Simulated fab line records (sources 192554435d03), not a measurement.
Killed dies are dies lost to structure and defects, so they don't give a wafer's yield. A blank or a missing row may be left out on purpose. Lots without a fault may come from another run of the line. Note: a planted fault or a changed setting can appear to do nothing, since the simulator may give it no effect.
What tool caused it?	flow n5-finfet	24 lots, 72 wafers sampled, at 6 steps of a route of 1938

WHAT EACH GAUGE READ, for each wafer
N5_BEOL_M6_CD_MEAS_18: pitch 80 nm, target cd 40 nm.
lot	measured	on	cd-nm (nm)
L074	day 8 11:44	cd-sem-01	40.5 39.4 40.6
L075	day 8 20:57	cd-sem-03	40.2 40.4 40.0
L076	day 9 15:00	cd-sem-02	40.2 39.3 39.9
L077	day 9 20:18	cd-sem-01	40.0 40.1 39.7
L080	day 9 23:11	cd-sem-03	40.3 39.2 40.0
L079	day 10 04:05	cd-sem-03	40.7 40.5 41.2
L078	day 10 07:17	cd-sem-02	41.1 41.0 40.6
L081	day 10 10:42	cd-sem-03	39.0 39.8 39.3
L083	day 10 21:59	cd-sem-01	39.5 40.2 39.4
L082	day 10 22:17	cd-sem-03	39.8 40.3 40.7
L084	day 11 07:27	cd-sem-03	39.2 40.0 39.4
L085	day 11 07:53	cd-sem-03	39.9 39.9 40.3
L086	day 12 00:14	cd-sem-03	39.8 39.8 39.3
L087	day 12 02:47	cd-sem-01	40.3 39.7 39.9
L088	day 12 08:27	cd-sem-01	40.0 40.9 39.3
L089	day 12 08:43	cd-sem-03	41.0 40.3 40.8
L091	day 12 12:41	cd-sem-01	39.0 40.1 39.3
L090	day 12 16:46	cd-sem-01	39.7 39.9 41.1
L092	day 13 05:05	cd-sem-01	40.0 40.6 40.4
L093	day 13 15:35	cd-sem-01	40.4 40.7 40.5
L095	day 13 18:57	cd-sem-01	39.3 39.5 39.0
L094	day 14 11:35	cd-sem-03	39.6 39.5 40.2
L096	day 14 17:04	cd-sem-02	39.5 40.5 39.8
L097	day 14 20:44	cd-sem-03	40.0 39.7 40.6

N5_BEOL_M7_THK_MEAS_01.
lot	measured	on	M7_ILD_THK (nm)
L074	day 8 17:07	film-metro-02	156.1 156.1 154.9
L075	day 9 03:25	film-metro-01	157.4 159.6 159.2
L076	day 9 20:44	film-metro-02	157.0 157.0 153.8
L077	day 10 04:05	film-metro-02	152.3 152.9 156.2
L080	day 10 07:07	film-metro-02	154.1 150.3 156.0
L079	day 10 08:55	film-metro-02	150.9 152.9 155.0
L078	day 10 12:19	film-metro-01	155.8 151.7 154.8
L081	day 10 18:47	film-metro-01	152.6 151.1 156.5
L083	day 11 03:23	film-metro-01	153.9 157.9 154.5
L082	day 11 04:21	film-metro-02	153.5 149.2 154.8
L084	day 11 12:03	film-metro-02	154.3 151.1 156.9
L085	day 11 12:34	film-metro-02	150.6 155.4 152.3
L086	day 12 05:48	film-metro-01	151.2 153.9 156.5
L087	day 12 08:20	film-metro-02	154.3 154.4 152.3
L088	day 12 13:44	film-metro-02	151.4 157.7 157.2
L089	day 12 14:01	film-metro-01	151.1 154.4 154.1
L091	day 12 18:25	film-metro-01	155.7 157.3 157.2
L090	day 12 22:21	film-metro-02	151.3 149.6 153.8
L092	day 13 08:51	film-metro-02	150.6 155.6 154.3
L093	day 13 19:39	film-metro-02	149.8 149.7 151.6
L095	day 14 01:03	film-metro-01	151.0 152.6 152.0
L094	day 14 18:18	film-metro-02	151.0 150.9 154.4
L096	day 14 22:57	film-metro-01	152.5 152.4 156.5
L097	day 15 02:58	film-metro-02	154.4 155.0 155.0

WHAT TOOL EACH LOT RAN ON (gives the tool, then ch and the chambers of the sampled wafers, and finally the start)
lot	N5_BEOL_M6_DESCUM_16	N5_BEOL_M6_ETCH_65	N5_BEOL_M6_CURE_75	N5_BEOL_M6_SPUTTER_48
L074	rie-diel-05 ch 0,2,3, day 8 11:17	rie-diel-05 ch 0,1,3, day 8 12:15	uv-cure-03 ch 2, day 8 12:50	pvd-sputter-01, day 8 15:33
L075	rie-diel-01 ch 0,1,2, day 8 20:29	rie-diel-06 ch 2,3, day 9 00:09	uv-cure-03 ch 0, day 9 00:44	pvd-sputter-02, day 9 01:41
L076	rie-diel-06 ch 0,2,3, day 9 14:31	rie-diel-05 ch 0,3, day 9 15:29	uv-cure-03 ch 0, day 9 16:06	pvd-sputter-03, day 9 19:02
L077	rie-diel-01 ch 0,2,3, day 9 19:50	rie-diel-01 ch 0,1,2, day 9 20:49	uv-cure-01 ch 2, day 9 21:23	pvd-sputter-01, day 10 01:57
L080	rie-diel-01 ch 0,2,3, day 9 22:29	rie-diel-01 ch 0,1,2, day 10 01:16	uv-cure-03 ch 0, day 10 01:55	pvd-sputter-01, day 10 05:31
L079	rie-diel-05 ch 0,1, day 10 03:38	rie-diel-05 ch 0,3, day 10 05:22	uv-cure-01 ch 0, day 10 06:06	pvd-sputter-02, day 10 07:13
L078	rie-diel-01 ch 1,3, day 10 06:49	rie-diel-01 ch 0,3, day 10 08:13	uv-cure-03 ch 0, day 10 08:53	pvd-sputter-01, day 10 09:52
L081	rie-diel-01 ch 0,1,3, day 10 10:13	rie-diel-01 ch 1,2, day 10 11:25	uv-cure-03 ch 2, day 10 12:17	pvd-sputter-01, day 10 16:58
L083	rie-diel-06 ch 0,1, day 10 21:26	rie-diel-01 ch 1,3, day 10 23:44	uv-cure-01 ch 1, day 11 00:25	pvd-sputter-03, day 11 01:40
L082	rie-diel-06 ch 0,1,2, day 10 21:42	rie-diel-06 ch 1,3, day 11 00:13	uv-cure-03 ch 0, day 11 00:50	pvd-sputter-01, day 11 02:38
L084	rie-diel-01 ch 0,1, day 11 06:52	rie-diel-05 ch 0,2, day 11 08:19	uv-cure-02 ch 0, day 11 08:53	pvd-sputter-03, day 11 10:05
L085	rie-diel-06 ch 0,2,3, day 11 07:25	rie-diel-06 ch 0,2,3, day 11 08:42	uv-cure-02 ch 1, day 11 09:20	pvd-sputter-01, day 11 10:38
L086	rie-diel-01 ch 0,1,2, day 11 23:47	rie-diel-06 ch 0,1, day 12 01:40	uv-cure-02 ch 0, day 12 02:14	pvd-sputter-02, day 12 03:51
L087	rie-diel-01 ch 0,1,2, day 12 02:16	rie-diel-05 ch 1,3, day 12 03:19	uv-cure-02 ch 1, day 12 03:56	pvd-sputter-03, day 12 06:45
L088	rie-diel-01 ch 0,2, day 12 07:59	rie-diel-01 ch 0,1, day 12 09:55	uv-cure-01 ch 0, day 12 10:29	pvd-sputter-03, day 12 12:10
L089	rie-diel-01 ch 0,1,2, day 12 08:15	rie-diel-06 ch 1,2, day 12 10:06	uv-cure-02 ch 0, day 12 10:49	pvd-sputter-02, day 12 12:11
L091	rie-diel-01 ch 0,1,2, day 12 12:14	rie-diel-06 ch 1,2,3, day 12 14:20	uv-cure-01 ch 1, day 12 15:03	pvd-sputter-02, day 12 16:26
L090	rie-diel-05 ch 0,2, day 12 16:17	rie-diel-01 ch 0,3, day 12 18:53	uv-cure-02 ch 2, day 12 19:27	pvd-sputter-02, day 12 20:39
L092	rie-diel-01 ch 1,2,3, day 13 04:32	rie-diel-05 ch 0,2,3, day 13 05:36	uv-cure-02 ch 0, day 13 06:10	pvd-sputter-02, day 13 07:15
L093	rie-diel-06 ch 0,1,3, day 13 15:07	rie-diel-06 ch 0,3, day 13 16:12	uv-cure-02 ch 2, day 13 16:46	pvd-sputter-02, day 13 17:52
L095	rie-diel-06 ch 1,3, day 13 18:29	rie-diel-01 ch 0,1,3, day 13 21:19	uv-cure-01 ch 0, day 13 21:56	pvd-sputter-02, day 13 23:07
L094	rie-diel-01 ch 0,3, day 14 11:02	rie-diel-05 ch 0,3, day 14 12:17	uv-cure-02 ch 1, day 14 12:51	pvd-sputter-02, day 14 16:14
L096	rie-diel-05 ch 0,1, day 14 16:32	rie-diel-05 ch 1,3, day 14 19:07	uv-cure-02 ch 2, day 14 19:41	pvd-sputter-01, day 14 21:13
L097	rie-diel-01 ch 0,2, day 14 20:04	rie-diel-01 ch 0,2,3, day 14 22:50	uv-cure-03 ch 2, day 14 23:25	pvd-sputter-03, day 15 00:53
- N5_BEOL_M6_DESCUM_16: chemistry O2, time 7.9 s.
- N5_BEOL_M6_ETCH_65: etches SiARC in CF4, target depth 15.6 nm, time 26 s.
- N5_BEOL_M6_CURE_75: cures SiCOH lowk, time 120 s.
- N5_BEOL_M6_SPUTTER_48: material Cu, target thk 10 nm, time 1.667 s.

WHAT THE TOOLS THEMSELVES READ (means of the sampled wafers that have a number; where no wafer has one, the mark that the record gives instead)
N5_BEOL_M6_DESCUM_16.
lot	tool	drypump-motor-current-A (A)	o2-flow-sccm (sccm)	oes-product-au (a.u.)	rf-vpp-V (V)	showerhead-plenum-p-Torr (Torr)	throttle-valve-pct (%)
L074	rie-diel-05	5.3	224.5	0.72	242.0	1.98	20.49
L075	rie-diel-01	5.9	225.2	0.73	244.0	2.10	20.38
L076	rie-diel-06	5.8	224.9	0.74	244.2	2.13	20.59
L077	rie-diel-01	5.7	224.4	0.72	243.6	2.11	20.35
L080	rie-diel-01	5.7	225.0	0.72	244.2	2.11	20.35
L079	rie-diel-05	6.1	224.9	0.88	243.8	2.13	20.59
L078	rie-diel-01	5.6	225.2	0.70	243.7	2.06	20.43
L081	rie-diel-01	5.6	225.5	0.73	243.5	2.08	20.40
L083	rie-diel-06	5.8	224.7	0.89	242.8	2.10	20.38
L082	rie-diel-06	5.8	224.9	0.79	243.0	2.08	20.49
L084	rie-diel-01	5.9	226.3	0.72	243.4	2.07	20.44
L085	rie-diel-06	5.7	225.0	0.73	243.4	2.12	20.61
L086	rie-diel-01	6.0	224.3	0.80	243.5	2.09	20.28
L087	rie-diel-01	6.0	224.6	0.80	243.7	2.09	20.28
L088	rie-diel-01	6.1	225.0	0.89	244.4	2.12	20.10
L089	rie-diel-01	5.9	224.9	0.80	244.2	2.09	20.28
L091	rie-diel-01	6.0	225.4	0.80	243.5	2.09	20.29
L090	rie-diel-05	5.4	224.8	0.85	243.8	2.12	20.25
L092	rie-diel-01	5.9	225.5	0.85	243.1	2.07	20.20
L093	rie-diel-06	5.8	224.6	0.79	244.2	2.13	20.53
L095	rie-diel-06	5.8	225.2	0.84	243.0	2.08	20.37
L094	rie-diel-01	5.4	224.8	0.86	242.2	2.07	20.17
L096	rie-diel-05	5.7	224.8	0.77	241.3	2.00	20.65
L097	rie-diel-01	6.0	225.7	0.84	243.1	2.11	20.12

N5_BEOL_M6_ETCH_65.
lot	tool	drypump-motor-current-A (A)	etch-rf-on-time-s (s)	oes-product-au (a.u.)	rf-vpp-V (V)	showerhead-plenum-p-Torr (Torr)	throttle-valve-pct (%)
L074	rie-diel-05	5.7	26.0	0.70	184.0	2.13	15.72
L075	rie-diel-06	5.6	25.8	0.62	184.2	2.10	15.71
L076	rie-diel-05	5.2	26.0	0.63	182.6	2.02	15.83
L077	rie-diel-01	6.0	26.2	0.62	184.9	2.16	15.67
L080	rie-diel-01	6.0	26.2	0.61	184.8	2.15	15.68
L079	rie-diel-05	5.2	26.3	0.61	182.9	2.08	15.78
L078	rie-diel-01	5.4	26.1	0.64	184.2	2.14	15.49
L081	rie-diel-01	6.2	26.6	0.59	184.1	2.15	15.87
L083	rie-diel-01	5.6	26.3	0.60	184.0	2.12	15.79
L082	rie-diel-06	5.8	25.6	0.75	184.8	2.16	15.60
L084	rie-diel-05	5.4	25.8	0.75	184.2	2.17	15.46
L085	rie-diel-06	5.8	26.1	0.63	184.4	2.16	15.72
L086	rie-diel-06	5.8	25.7	0.74	184.9	2.15	15.58
L087	rie-diel-05	6.1	26.0	0.71	185.3	2.23	15.72
L088	rie-diel-01	5.7	26.8	0.62	184.7	2.13	15.63
L089	rie-diel-06	5.6	25.1	0.65	183.5	2.05	15.69
L091	rie-diel-06	5.7	25.8	0.66	184.1	2.12	15.70
L090	rie-diel-01	5.4	26.2	0.72	184.2	2.13	15.37
L092	rie-diel-05	5.3	26.6	0.65	183.2	2.12	15.66
L093	rie-diel-06	5.9	26.9	0.62	184.6	2.21	15.71
L095	rie-diel-01	5.6	26.5	0.67	184.4	2.12	15.58
L094	rie-diel-05	5.2	25.8	0.77	182.8	2.07	15.51
L096	rie-diel-05	6.1	25.1	0.78	184.9	2.22	15.59
L097	rie-diel-01	5.7	26.0	0.72	183.9	2.14	15.33

N5_BEOL_M6_CURE_75.
lot	tool	lamp-power-pct (%)	wafer_temp_C_max
L074	uv-cure-03	52.28	373.0
L075	uv-cure-03	52.26	371.4
L076	uv-cure-03	52.29	371.4
L077	uv-cure-01	52.31	371.0
L080	uv-cure-03	52.26	371.4
L079	uv-cure-01	52.37	371.6
L078	uv-cure-03	52.37	371.3
L081	uv-cure-03	52.30	373.0
L083	uv-cure-01	52.28	371.2
L082	uv-cure-03	52.27	371.9
L084	uv-cure-02	52.28	372.5
L085	uv-cure-02	52.34	371.5
L086	uv-cure-02	52.31	372.6
L087	uv-cure-02	52.26	371.5
L088	uv-cure-01	52.28	371.4
L089	uv-cure-02	52.29	372.7
L091	uv-cure-01	52.31	371.6
L090	uv-cure-02	52.32	371.5
L092	uv-cure-02	52.32	371.9
L093	uv-cure-02	52.28	371.3
L095	uv-cure-01	52.32	371.5
L094	uv-cure-02	52.30	371.1
L096	uv-cure-02	52.34	371.6
L097	uv-cure-03	52.30	372.8

N5_BEOL_M6_SPUTTER_48.
lot	tool	chamber-pressure-pa (Pa)	throttle-valve-pct (%)
L074	pvd-sputter-01	0.13	30.3
L075	pvd-sputter-02	0.13	29.4
L076	pvd-sputter-03	0.13	30.5
L077	pvd-sputter-01	0.13	29.5
L080	pvd-sputter-01	0.13	29.9
L079	pvd-sputter-02	0.13	30.2
L078	pvd-sputter-01	0.13	29.8
L081	pvd-sputter-01	0.13	30.2
L083	pvd-sputter-03	0.13	29.2
L082	pvd-sputter-01	0.13	30.2
L084	pvd-sputter-03	0.13	29.2
L085	pvd-sputter-01	0.13	29.9
L086	pvd-sputter-02	0.13	30.8
L087	pvd-sputter-03	0.13	28.4
L088	pvd-sputter-03	0.13	29.2
L089	pvd-sputter-02	0.13	30.1
L091	pvd-sputter-02	0.13	30.6
L090	pvd-sputter-02	0.13	32.1
L092	pvd-sputter-02	0.13	30.9
L093	pvd-sputter-02	0.13	29.5
L095	pvd-sputter-02	0.13	30.7
L094	pvd-sputter-02	0.13	30.1
L096	pvd-sputter-01	0.13	29.6
L097	pvd-sputter-03	0.13	30.4

THE ANSWER, worked out from the rows above alone
Rule: what is usual is taken from the lots themselves. The widest of any qualifying gaps counts: lots, ordered by their means at a reading, are off when they make up no more than a third of the lots, leave a main group of 4 or more, and stand apart from it by 3 or more times the standard deviation of that group's means. A main group is skipped when, at the precision printed for the reading in the tables above, its means are all equal. A lot without any number at a reading at which 4 lots or more have one is off too. The other lots that the step has rows for count as sound. First the gauges in route order, then the tools' own readings, where a lot's mean is used as printed above. At the first step where some lot is off, the reading lying furthest off is the one used; lots without a number count as furthest.
No lot is off on any of the readings shown, so nothing can be concluded from this.

WHAT THE SIMULATOR PUT IN
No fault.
